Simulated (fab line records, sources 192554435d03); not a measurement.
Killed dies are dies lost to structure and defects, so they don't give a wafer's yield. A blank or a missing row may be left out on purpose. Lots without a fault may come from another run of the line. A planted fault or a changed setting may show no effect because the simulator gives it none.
Chamber matching | flow n5_finfet | N5_BEOL_M4_ETCH_70 on rie_diel-05: 4 sister chambers
The step etches SOC in N2/H2, target depth 80 nm, overetch 24 nm, time 130 s. 20 wafers are shown with their chamber, then 10 later ones without.

WAFERS WITH THEIR CHAMBER
wafer  | chamber | drypump_motor_current_A (A) | showerhead_plenum_p_Torr (Torr) | throttle_valve_pct (%)
L075.3 | 3       | 5.4                         | 2.52                            | 17.84
L075.4 | 0       | 5.3                         | 2.47                            | 17.59
L075.6 | 2       | 5.6                         | 2.56                            | 17.66
L076.1 | 1       | 4.9                         | 2.49                            | 17.09
L076.3 | 2       | 5.6                         | 2.56                            | 17.66
L076.5 | 1       | 4.9                         | 2.49                            | 17.10
L077.1 | 3       | 5.4                         | 2.51                            | 17.86
L077.2 | 1       | 4.9                         | 2.49                            | 17.10
L077.3 | 0       | 5.3                         | 2.46                            | 17.62
L078.1 | 0       | 5.3                         | 2.46                            | 17.62
L078.5 | 0       | 5.3                         | 2.46                            | 17.62
L078.6 | 3       | 5.4                         | 2.51                            | 17.87
L081.3 | 2       | 5.6                         | 2.55                            | 17.69
L081.4 | 1       | 4.9                         | 2.49                            | 17.13
L081.5 | 0       | 5.2                         | 2.46                            | 17.63
L084.1 | 3       | 5.4                         | 2.51                            | 17.42
L084.3 | 1       | 4.9                         | 2.48                            | 17.13
L084.5 | 2       | 5.6                         | 2.55                            | 17.71
L086.2 | 0       | 5.3                         | 2.45                            | 17.67
L086.4 | 1       | 4.9                         | 2.48                            | 17.12

SIGNATURES (means of the wafers above)
reading                  | chamber 0 | chamber 1 | chamber 2 | chamber 3 | scatter within a chamber
drypump_motor_current_A  | 5.283     | 4.900     | 5.600     | 5.400     | 0.0228
showerhead_plenum_p_Torr | 2.4600    | 2.4867    | 2.5550    | 2.5125    | 0.00564
throttle_valve_pct       | 17.6250   | 17.1117   | 17.6800   | 17.7475   | 0.0969
Rule: a wafer's distance from a chamber is the root of the sum, over the readings, of the square of ((its reading less the chamber's mean) divided by the reading's scatter). The wafer belongs to the nearest chamber; if the next one is less than 2 further off, it can't be placed. The scatter: the root of (the sum of the squares of (reading less its chamber's mean) over the shown wafers, divided by (wafers less chambers)).

WAFERS WITHOUT THEIR CHAMBER
wafer  | drypump_motor_current_A (A) | showerhead_plenum_p_Torr (Torr) | throttle_valve_pct (%)
L086.5 | 5.3                         | 2.45                            | 17.67
L087.1 | 5.7                         | 2.54                            | 17.72
L087.4 | 5.3                         | 2.45                            | 17.67
L087.5 | 4.9                         | 2.48                            | 17.16
L088.2 | 5.4                         | 2.50                            | 17.46
L088.5 | 5.4                         | 2.50                            | 17.47
L088.6 | 5.3                         | 2.45                            | 17.68
L089.1 | 4.8                         | 2.48                            | 17.17
L089.4 | 5.3                         | 2.45                            | 17.67
L089.6 | 5.4                         | 2.50                            | 17.45

WHICH CHAMBER EACH WENT THROUGH
wafer  | from the rows above | in truth
L086.5 | 0                   | 0
L087.1 | 2                   | 2
L087.4 | 0                   | 0
L087.5 | 1                   | 1
L088.2 | 3                   | 3
L088.5 | 3                   | 3
L088.6 | 0                   | 0
L089.1 | 1                   | 1
L089.4 | 0                   | 0
L089.6 | 3                   | 3
Placed correctly: 10 of 10. Can't be placed from these rows: 0. Placed wrongly: 0.
